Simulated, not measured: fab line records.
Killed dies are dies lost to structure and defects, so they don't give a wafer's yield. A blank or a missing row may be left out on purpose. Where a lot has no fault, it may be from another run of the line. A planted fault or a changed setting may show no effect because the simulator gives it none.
Chamber matching :: flow nand_harc :: NHARC_P_STI_CMP_21 on cmp-01 has 4 sister chambers
The step polishes, t overpolish 20 s, target thk 380.67 nm. 8 wafers are shown with their chamber, then 9 later ones without.

WAFERS PAIRED WITH THEIR CHAMBERS
wafer: L083.6
chamber: 1
motor_current_A (A): 12.6
overpolish_run_s (s): 19.998

wafer: L085.6
chamber: 1
motor_current_A (A): 12.2
overpolish_run_s (s): 20.007

wafer: L086.6
chamber: 2
motor_current_A (A): 13.3
overpolish_run_s (s): 19.997

wafer: L087.3
chamber: 0
motor_current_A (A): 12.7
overpolish_run_s (s): 19.998

wafer: L087.4
chamber: 2
motor_current_A (A): 14.4
overpolish_run_s (s): 20.012

wafer: L089.2
chamber: 0
motor_current_A (A): 12.8
overpolish_run_s (s): 19.990

wafer: L089.3
chamber: 3
motor_current_A (A): 12.6
overpolish_run_s (s): 19.993

wafer: L089.6
chamber: 3
motor_current_A (A): 12.2
overpolish_run_s (s): 19.990

WAFERS WITHOUT THEIR CHAMBER
wafer: L090.3
motor_current_A (A): 11.8
overpolish_run_s (s): 20.010

wafer: L090.5
motor_current_A (A): 14.6
overpolish_run_s (s): 19.998

wafer: L090.6
motor_current_A (A): 11.9
overpolish_run_s (s): 19.997

wafer: L091.1
motor_current_A (A): 12.6
overpolish_run_s (s): 20.011

wafer: L091.4
motor_current_A (A): 11.6
overpolish_run_s (s): 20.002

wafer: L091.6
motor_current_A (A): 11.4
overpolish_run_s (s): 20.008

wafer: L096.1
motor_current_A (A): 11.9
overpolish_run_s (s): 19.998

wafer: L096.4
motor_current_A (A): 12.4
overpolish_run_s (s): 20.001

wafer: L096.5
motor_current_A (A): 14.5
overpolish_run_s (s): 20.000

THE CHAMBER EACH PASSED THROUGH
wafer: L090.3
from the rows above: can't be placed: 1 or 3 or 0
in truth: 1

wafer: L090.5
from the rows above: 2
in truth: 2

wafer: L090.6
from the rows above: can't be placed: 1 or 3 or 0
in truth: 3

wafer: L091.1
from the rows above: can't be placed: 1 or 0 or 3 or 2
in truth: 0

wafer: L091.4
from the rows above: can't be placed: 1 or 3 or 0
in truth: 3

wafer: L091.6
from the rows above: can't be placed: 1 or 3 or 0
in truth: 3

wafer: L096.1
from the rows above: can't be placed: 1 or 3 or 0
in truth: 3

wafer: L096.4
from the rows above: can't be placed: 1 or 0 or 3
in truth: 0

wafer: L096.5
from the rows above: 2
in truth: 2
Correct placement for 2 of the 9. From these rows, 7 cannot be placed; in 7 the true chamber is one of the candidates. 0 placed wrongly.
How it was worked out, from the rows above alone: a wafer's distance from a chamber is the root of the sum, over the readings, of the square of ((its reading less the chamber's mean) divided by the reading's scatter). The wafer belongs to the nearest chamber; if the next one is less than 2 further off, it can't be placed. The mean given for a chamber averages the wafers shown for that chamber. The scatter: take each reading less its chamber's mean, square it, sum over the shown wafers, divide by the number of wafers less the number of chambers, and take the root.
